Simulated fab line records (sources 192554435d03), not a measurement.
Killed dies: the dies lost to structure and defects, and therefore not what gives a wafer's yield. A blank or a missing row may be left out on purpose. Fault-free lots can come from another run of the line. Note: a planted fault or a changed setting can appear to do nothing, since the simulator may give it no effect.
Matching of chambers || flow n5_finfet || rie_diel-06 running N5_STI_FIN_REVEAL_STRIP_24: 4 sister chambers
The step strips in N2/H2, time 90 s. 7 wafers are shown with their chamber, then 7 later ones without.

WAFERS PAIRED WITH THEIR CHAMBERS
{"wafer": "L573.1", "chamber": 0, "showerhead_plenum_p_Torr (Torr)": 3.41, "throttle_valve_pct (%)": 12.13}
{"wafer": "L573.3", "chamber": 1, "showerhead_plenum_p_Torr (Torr)": 3.30, "throttle_valve_pct (%)": 12.28}
{"wafer": "L573.5", "chamber": 2, "showerhead_plenum_p_Torr (Torr)": 3.38, "throttle_valve_pct (%)": 12.41}
{"wafer": "L579.2", "chamber": 1, "showerhead_plenum_p_Torr (Torr)": 3.29, "throttle_valve_pct (%)": 12.32}
{"wafer": "L579.4", "chamber": 0, "showerhead_plenum_p_Torr (Torr)": 3.41, "throttle_valve_pct (%)": 12.18}
{"wafer": "L584.3", "chamber": 3, "showerhead_plenum_p_Torr (Torr)": 3.42, "throttle_valve_pct (%)": 11.95}
{"wafer": "L584.5", "chamber": 3, "showerhead_plenum_p_Torr (Torr)": 3.42, "throttle_valve_pct (%)": 11.97}

WAFERS MISSING THEIR CHAMBER
{"wafer": "L584.6", "showerhead_plenum_p_Torr (Torr)": 3.40, "throttle_valve_pct (%)": 12.19}
{"wafer": "L586.1", "showerhead_plenum_p_Torr (Torr)": 3.36, "throttle_valve_pct (%)": 12.49}
{"wafer": "L586.4", "showerhead_plenum_p_Torr (Torr)": 3.28, "throttle_valve_pct (%)": 12.36}
{"wafer": "L586.6", "showerhead_plenum_p_Torr (Torr)": 3.42, "throttle_valve_pct (%)": 11.97}
{"wafer": "L588.1", "showerhead_plenum_p_Torr (Torr)": 3.36, "throttle_valve_pct (%)": 12.50}
{"wafer": "L588.4", "showerhead_plenum_p_Torr (Torr)": 3.28, "throttle_valve_pct (%)": 12.36}
{"wafer": "L588.5", "showerhead_plenum_p_Torr (Torr)": 3.28, "throttle_valve_pct (%)": 12.35}

WHICH CHAMBER EACH ONE RAN IN
{"wafer": "L584.6", "from the rows above": 0, "in truth": 0}
{"wafer": "L586.1", "from the rows above": 2, "in truth": 2}
{"wafer": "L586.4", "from the rows above": 1, "in truth": 1}
{"wafer": "L586.6", "from the rows above": 3, "in truth": 3}
{"wafer": "L588.1", "from the rows above": 2, "in truth": 2}
{"wafer": "L588.4", "from the rows above": 1, "in truth": 1}
{"wafer": "L588.5", "from the rows above": 1, "in truth": 1}
7 of 7 placed correctly. Can't be placed from these rows: 0. Placed wrongly: 0.
How it was worked out, from the rows above alone: a wafer's distance from a chamber is the root of the sum, over the readings, of the square of ((its reading less the chamber's mean) divided by the reading's scatter). If the next closest chamber is less than 2 further off than the closest, the wafer can't be placed; otherwise it belongs to the closest. For every chamber, the mean is computed from those of its wafers that are shown. The scatter: the root of (the sum of the squares of (reading less its chamber's mean) over the shown wafers, divided by (wafers less chambers)).
